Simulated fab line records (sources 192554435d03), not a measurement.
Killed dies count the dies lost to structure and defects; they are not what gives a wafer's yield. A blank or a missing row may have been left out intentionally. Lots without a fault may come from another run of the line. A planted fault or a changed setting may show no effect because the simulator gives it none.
Check for tools in common :: flow n5Finfet :: 8 lots and 24 wafers in the sample

== WHY THIS WAS OPENED ==
Flagged at N5_BEOL_M0_SAQP_INSPECT_16: reading rawDefectCount, on 2 of 8 lots. Fault-free wafers read 526, with a standard deviation of 130.
Rule: a lot is flagged in two cases, either no wafer of it has a number, or all its wafers with numbers fall more than 4 standard deviations from that mean. All remaining lots are regarded as sound.

lot: L721
measured: day 7 06:17
on: defectInspect-02
rawDefectCount, wafer by wafer: 433 349 387
flag: 

lot: L722
measured: day 7 11:20
on: defectInspect-01
rawDefectCount, wafer by wafer: 798 553 438
flag: 

lot: L723
measured: day 7 23:07
on: defectInspect-02
rawDefectCount, wafer by wafer: 654 462 541
flag: 

lot: L725
measured: day 8 05:36
on: defectInspect-02
rawDefectCount, wafer by wafer: 1331 1188 1300
flag: FLAGGED

lot: L731
measured: day 9 16:37
on: defectInspect-01
rawDefectCount, wafer by wafer: 1239 1461 1155
flag: FLAGGED

lot: L734
measured: day 10 09:55
on: defectInspect-02
rawDefectCount, wafer by wafer: 340 297 460
flag: 

lot: L736
measured: day 10 20:47
on: defectInspect-02
rawDefectCount, wafer by wafer: 602 506 677
flag: 

lot: L737
measured: day 11 03:20
on: defectInspect-01
rawDefectCount, wafer by wafer: 353 369 519
flag: 
The mean of the flagged lots' numbers is 1279, +753 from the usual (+6 standard deviations).

== TOOL THAT RAN EACH LOT ==
Before the reading, the record contains 2 process steps out of a 1938-step route. Cell contents, in order: the tool; ch with the chambers the sampled wafers went through; the start.
lot: L721
flag: 
N5_BEOL_M0_SAQP_PECVD_00: pecvd-01 ch 1,2, day 7 05:20
N5_BEOL_M0_SAQP_HM_DEP_02: pvdSputter-02, day 7 05:25

lot: L722
flag: 
N5_BEOL_M0_SAQP_PECVD_00: pecvd-03 ch 0,2, day 7 08:20
N5_BEOL_M0_SAQP_HM_DEP_02: pvdSputter-03, day 7 10:35

lot: L723
flag: 
N5_BEOL_M0_SAQP_PECVD_00: pecvd-03 ch 0,2, day 7 20:38
N5_BEOL_M0_SAQP_HM_DEP_02: pvdSputter-03, day 7 22:16

lot: L725
flag: FLAGGED
N5_BEOL_M0_SAQP_PECVD_00: pecvd-03 ch 0,1, day 8 03:16
N5_BEOL_M0_SAQP_HM_DEP_02: pvdSputter-03, day 8 04:52

lot: L731
flag: FLAGGED
N5_BEOL_M0_SAQP_PECVD_00: pecvd-03 ch 0,1, day 9 14:38
N5_BEOL_M0_SAQP_HM_DEP_02: pvdSputter-03, day 9 15:43

lot: L734
flag: 
N5_BEOL_M0_SAQP_PECVD_00: pecvd-01 ch 0,1,2, day 10 07:26
N5_BEOL_M0_SAQP_HM_DEP_02: pvdSputter-01, day 10 09:05

lot: L736
flag: 
N5_BEOL_M0_SAQP_PECVD_00: pecvd-01 ch 1, day 10 19:40
N5_BEOL_M0_SAQP_HM_DEP_02: pvdSputter-01, day 10 19:57

lot: L737
flag: 
N5_BEOL_M0_SAQP_PECVD_00: pecvd-03 ch 1,2, day 11 01:38
N5_BEOL_M0_SAQP_HM_DEP_02: pvdSputter-02, day 11 02:34
What these steps do:
- N5_BEOL_M0_SAQP_PECVD_00: deposits SiCN from 3MS/NH3, target thk 8 nm, time 14 s.
- N5_BEOL_M0_SAQP_HM_DEP_02: deposits TiN, target thk 12 nm.
- N5_BEOL_M0_SAQP_INSPECT_16: inspects for defects (brightfield).

== FLAGGED OVER TOTAL, TOOL BY TOOL (the gauges that took the reading come last) ==
step: N5_BEOL_M0_SAQP_PECVD_00
tool: pecvd-01
lots run: 3
flagged: 0
share of the flagged lots: none
sound lots run after its first flagged lot: -

step: N5_BEOL_M0_SAQP_PECVD_00
tool: pecvd-03
lots run: 5
flagged: 2
share of the flagged lots: all
sound lots run after its first flagged lot: 1 (L737)

step: N5_BEOL_M0_SAQP_HM_DEP_02
tool: pvdSputter-01
lots run: 2
flagged: 0
share of the flagged lots: none
sound lots run after its first flagged lot: -

step: N5_BEOL_M0_SAQP_HM_DEP_02
tool: pvdSputter-02
lots run: 2
flagged: 0
share of the flagged lots: none
sound lots run after its first flagged lot: -

step: N5_BEOL_M0_SAQP_HM_DEP_02
tool: pvdSputter-03
lots run: 4
flagged: 2
share of the flagged lots: all
sound lots run after its first flagged lot: 0

step: N5_BEOL_M0_SAQP_INSPECT_16
tool: defectInspect-01
lots run: 3
flagged: 1
share of the flagged lots: some
sound lots run after its first flagged lot: 1 (L737)

step: N5_BEOL_M0_SAQP_INSPECT_16
tool: defectInspect-02
lots run: 5
flagged: 1
share of the flagged lots: some
sound lots run after its first flagged lot: 2 (L734,L736)

== WHAT THE TABLE PERMITS ==
Table rows that saw every flagged lot: 2, namely pecvd-03 at N5_BEOL_M0_SAQP_PECVD_00 and pvdSputter-03 at N5_BEOL_M0_SAQP_HM_DEP_02.
- pecvd-03 at N5_BEOL_M0_SAQP_PECVD_00 ran 5 lots, 2 of them flagged. Sound lots ran on it after the first flagged one (L737), which a lasting fault on the whole tool wouldn't allow.
- pvdSputter-03 at N5_BEOL_M0_SAQP_HM_DEP_02 ran 4 lots, 2 of them flagged. It ran its last sound lot, L723, at day 7 22:16 and its first flagged lot, L725, at day 8 04:52: a fault with its onset between the two fits.
What remains is a single tool, pvdSputter-03 at N5_BEOL_M0_SAQP_HM_DEP_02.

== WHAT THE SIMULATOR HAD PUT IN ==
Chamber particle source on pvdSputter-03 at N5_BEOL_M0_SAQP_HM_DEP_02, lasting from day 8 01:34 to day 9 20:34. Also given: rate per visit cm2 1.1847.
Struck lots among those shown: L725, L731. The same result came from the rule above.
